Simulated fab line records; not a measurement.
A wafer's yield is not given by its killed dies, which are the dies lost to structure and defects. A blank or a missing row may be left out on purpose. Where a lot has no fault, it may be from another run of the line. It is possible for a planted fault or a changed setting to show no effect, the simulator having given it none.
fab line records | flow n5-finfet | part 2 of 2: steps 20 to 26 of 26
record: lots: 5 wafers: 15 last-day: 17
route steps=1938 shown BEOL_M8@1344
lots that met no fault: taken from a fault-free run of the same line
start-h: start of the lot's first displayed wafer, in hours after the record's first day | wait-h: hours elapsed since this lot's preceding step | " the same as in the row above | L1.1+2: one row covering several wafers at once | - no value, or no start given | * or withheld: withheld | < > ~ a bound
route shown NAME@n: NAME is a module with steps in the file, n the number in the route of the first one | usual: average and standard deviation across the fault-free wafers | same: alike in all rows | chamber/n: place in a boat | sites: per-site readings | _std_site: how widely they spread, as a standard deviation | _edge_site: inner sites' mean taken away from outer sites' mean | radius-mm: for every site, how far away it sits from the centre of the wafer | mask NAME#n: copy n | behind: the most recent tool/chamber to have shaped the wafer | hold: cause of the lot's hold/its duration in hours/its outcome | device: the n, p or np transistor that did not switch | end of line: the route-end tests of the same wafers | a step given without rows: its recipe and nothing more | killed: count of dies lost to structure and defects at first sort (not the wafer's yield) | map: the dies of a wafer, with x for killed, . for not killed, _ for no die there
set.NAME: the setting as run; set.NAME@STEP: as run at that earlier step | model.NAME: the simulator's own value behind a step, which no gauge read
a table for each step, a row for each wafer; lots at some steps of the route
services: a tool's chamber out of use, with start hour (start-h, from the record's first day; less than 0 if before it), hours out, and reason
== steps ==
step: N5_BEOL_M8_PEB_26
recipe: peb-temp-c: 100 peb-time-s: 60 resist: CAR-EUV
usual: chill-plate-temp-C: 23.00/0.098 heater-power-total-W: 154.1/1
columns lot.wafer tool chamber start-h wait-h chill-plate-temp-C heater-power-total-W
L077.2 litho-track-05 0 222.34 0.1 23.00 153.4
L077.4 " 0 " " 22.96 155.1
L077.6 " 0 " " 22.92 154.1
L087.1 litho-track-02 0 288.00 0.1 23.15 152.9
L087.4 " 0 " " 23.01 154.2
L087.5 " 0 " " 23.07 155.3
L090.3 litho-track-02 0 299.76 0.0 23.03 154.2
L090.4 " 0 " " 23.01 152.4
L090.5 " 0 " " 23.13 153.8
L093.3 litho-track-04 0 315.59 0.0 23.03 152.8
L093.4 " 0 " " 23.13 153.9
L093.5 " 0 " " 23.00 154.8
L097.1 litho-track-02 0 341.13 0.1 23.13 154.1
L097.2 " 0 " " 22.97 154.0
L097.3 " 0 " " 22.99 155.3
step: N5_BEOL_M8_DEVELOP_27
recipe: develop-time-s: 30 developer: TMAH resist: CAR-EUV rinse-liquid: surfactant-rinse dry: air-spin dev-temp-c: 23
usual: chill-plate-temp-C: 23.00/0.1
same: develop-time-s: 30
columns lot.wafer tool chamber start-h wait-h chill-plate-temp-C
L077.2 litho-track-05 0 - - 23.06
L077.4 " 0 " " 23.10
L077.6 " 0 " " 22.92
L087.1 litho-track-02 0 - - 23.16
L087.4 " 0 " " 23.03
L087.5 " 0 " " 23.11
L090.3 litho-track-02 0 - - 23.00
L090.4 " 0 " " 23.11
L090.5 " 0 " " 23.16
L093.3 litho-track-04 0 - - 23.00
L093.4 " 0 " " 23.05
L093.5 " 0 " " 22.95
L097.1 litho-track-02 0 - - 22.85
L097.2 " 0 " " 22.97
L097.3 " 0 " " 22.93
step: N5_BEOL_M8_CD_MEAS_28
recipe: target-cd-nm: 40 landing-energy-ev: 500 detector: se-inlens
usual: cd-nm: 40.08/0.22
columns lot.wafer tool chamber start-h wait-h cd-nm
L077.2 cd-sem-02 0 222.41 - 39.61
L077.4 " 0 " " 39.96
L077.6 " 0 " " 39.89
L087.1 cd-sem-02 0 288.07 - 40.19
L087.4 " 0 " " 40.13
L087.5 " 0 " " 39.93
L090.3 cd-sem-03 0 299.83 - 39.91
L090.4 " 0 " " 40.24
L090.5 " 0 " " 39.89
L093.3 cd-sem-01 0 315.66 - 40.03
L093.4 " 0 " " 39.84
L093.5 " 0 " " 40.06
L097.1 cd-sem-01 0 341.20 - 40.14
L097.2 " 0 " " 40.64
L097.3 " 0 " " 40.20
step: N5_BEOL_M8_OVL_MEAS_29
recipe: points-per-wafer: 522
usual: V7_OVL: -0.4/0.59
columns lot.wafer tool chamber start-h wait-h V7_OVL[nm]
L077.2 overlay-01 0 222.45 0.0 -0.1
L077.4 " 0 " " 0.4
L077.6 " 0 " " -0.2
L087.1 overlay-01 0 288.10 0.0 -0.9
L087.4 " 0 " " -0.5
L087.5 " 0 " " -0.6
L090.3 overlay-01 0 299.87 0.0 -0.7
L090.4 " 0 " " -1.0
L090.5 " 0 " " -0.5
L093.3 overlay-02 0 315.70 0.0 -0.2
L093.4 " 0 " " -0.9
L093.5 " 0 " " -1.6
L097.1 overlay-01 0 341.23 0.0 -0.3
L097.2 " 0 " " 0.2
L097.3 " 0 " " 0.0
step: N5_BEOL_M8_INSPECT_30
recipe: mode: adi inspect-instrument: brightfield
usual: raw-defect-count: 460/99
columns lot.wafer tool chamber start-h wait-h raw-defect-count
L077.2 defect-inspect-01 - 222.50 0.0 524
L077.4 " - " " 538
L077.6 " - " " 503
L087.1 defect-inspect-02 - 288.16 0.1 533
L087.4 " - " " 654
L087.5 " - " " 586
L090.3 defect-inspect-02 - 299.91 0.0 398
L090.4 " - " " 664
L090.5 " - " " 508
L093.3 defect-inspect-02 - 315.74 0.0 397
L093.4 " - " " 342
L093.5 " - " " 278
L097.1 defect-inspect-01 - 341.29 0.1 398
L097.2 " - " " 411
L097.3 " - " " 542
step: N5_BEOL_M8_DESCUM_33
recipe: chemistry: O2 time-s: 7 source-power-w: 50 bias-power-w: 20 pressure-mtorr: 20 rf-frequency-hz: 2.712e+07 temp-c: 40 resist: CAR-EUV o2-flow-sccm: 225
usual: drypump-motor-current-A: 5.8/0.48 oes-product-au: 0.77/0.089 rf-vpp-V: 243.2/1.3 showerhead-plenum-p-Torr: 2.09/0.069 throttle-valve-pct: 20.36/0.23
columns lot.wafer tool chamber start-h wait-h drypump-motor-current-A oes-product-au rf-hours-counter-h rf-vpp-V showerhead-plenum-p-Torr throttle-valve-pct
L077.2 rie-diel-05 1 222.53 0.0 6.1 0.98 1 242.5 2.05 20.15
L077.4 " 3 " " 5.4 0.71 207 243.7 2.07 20.55
L077.6 " 0 " " 5.2 0.70 - 243.5 2.15 20.57
L087.1 rie-diel-03 0 288.19 0.0 6.3 0.84 64 242.9 2.04 20.38
L087.4 " 2 " " 6.6 0.68 246 243.5 2.14 20.77
L087.5 " 1 " " 5.7 0.75 - 244.9 2.19 20.12
L090.3 rie-diel-03 0 299.95 0.0 6.3 0.84 69 241.5 2.04 20.37
L090.4 " 2 " " 6.6 0.68 250 244.5 2.14 20.76
L090.5 " 1 " " 5.7 0.76 - 244.8 2.19 20.12
L093.3 rie-diel-01 3 315.91 0.2 5.1 0.75 114 245.4 2.19 20.15
L093.4 " 1 " " 6.1 0.68 241 241.2 1.98 20.34
L093.5 " 3 " " 5.1 0.75 - 244.7 2.19 20.14
L097.1 rie-diel-03 0 341.32 0.0 6.3 0.81 86 242.0 2.03 20.42
L097.2 " 3 " " 6.3 0.73 187 241.9 1.99 20.39
L097.3 " 1 " " 5.7 0.74 160 245.0 2.18 20.16
step: N5_BEOL_M8_ETCH_72
recipe: chemistry: N2/H2 target: underlayer target-depth-a: 65 mask-material: CAR-EUV time-s: 5.2 ion-energy-ev: 200 pressure-mtorr: 30 source-w: 840 bias-w: 150 n2-flow-sccm: 200 h2-flow-sccm: 200 ends: cleared
usual: bias-w: 150.0/0.47 drypump-motor-current-A: 5.9/0.48 etch-rf-on-time-s: 5.27/0.089 oes-product-au: 0.65/0.077 rf-vpp-V: 523.8/2.6 showerhead-plenum-p-Torr: 2.54/0.083 throttle-valve-pct: 17.80/0.27
columns lot.wafer tool chamber start-h wait-h bias-w drypump-motor-current-A etch-rf-on-time-s oes-product-au rf-hours-counter-h rf-vpp-V showerhead-plenum-p-Torr throttle-valve-pct
L077.2 rie-diel-05 1 222.57 0.0 150.5 6.2 5.10 0.83 1 522.6 2.50 17.63
L077.4 " 3 " " 149.8 5.4 5.32 0.61 207 523.9 2.53 18.06
L077.6 " 0 " " 149.8 5.2 5.35 0.59 - 527.3 2.61 17.99
L087.1 rie-diel-03 0 288.23 0.0 149.8 6.3 5.26 0.71 64 521.2 2.47 17.67
L087.4 " 2 " " 149.7 6.6 5.43 0.57 246 525.1 2.61 18.33
L087.5 " 1 " " 150.2 5.7 5.26 0.64 - 526.3 2.65 17.41
L090.3 rie-diel-03 0 299.98 0.0 149.5 6.3 5.35 0.72 69 523.1 2.46 17.67
L090.4 " 2 " " 150.2 6.6 5.38 0.57 250 524.6 2.61 18.31
L090.5 " 1 " " 150.1 5.7 5.29 0.64 - 527.3 2.64 17.42
L093.3 rie-diel-01 3 315.94 0.0 149.7 5.1 5.24 0.65 114 526.9 2.67 17.77
L093.4 " 1 " " 150.0 6.1 5.28 0.59 241 520.0 2.40 17.80
L093.5 " 3 " " 149.7 5.1 5.17 0.65 - 527.4 2.67 17.75
L097.1 rie-diel-03 0 341.35 0.0 150.3 6.3 5.18 0.70 86 523.9 2.46 17.69
L097.2 " 3 " " 150.3 6.3 5.17 0.63 187 521.4 2.42 17.75
L097.3 " 1 " " 149.8 5.7 5.19 0.64 160 526.0 2.64 17.47
== services ==
columns tool chamber start-h hours kind
rie-diel-05 1 202.25 - clean
rie-diel-05 1 202.25 - consumable-replace:focus-ring
rie-metal-03 - 205.01 2.8 pm
euv-scanner-02 - 207.66 1.8 repair
euv-scanner-01 - 213.05 1.0 pm
rie-diel-01 0 225.59 5.0 repair
euv-scanner-02 - 230.56 4.6 pm
euv-scanner-01 - 238.03 5.8 pm
rie-metal-01 - 241.19 1.0 repair
euv-scanner-01 - 244.74 4.6 pm
rie-diel-01 1 246.01 6.7 repair
rie-metal-03 - 259.33 0.2 repair
euv-scanner-01 - 269.20 1.0 pm
euv-scanner-02 - 285.31 5.8 pm
rie-diel-01 1 300.08 2.1 repair
rie-diel-03 - 306.71 2.8 pm
rie-diel-03 2 315.09 11.2 repair
euv-scanner-01 - 325.35 1.0 pm
rie-diel-03 2 326.38 - clean
rie-diel-03 2 326.38 - consumable-replace:focus-ring
rie-diel-03 2 326.38 17.9 scheduled-down
rie-diel-03 2 326.38 17.9 vent-cycle
rie-diel-05 3 331.50 3.1 repair
rie-diel-01 0 338.64 8.2 repair
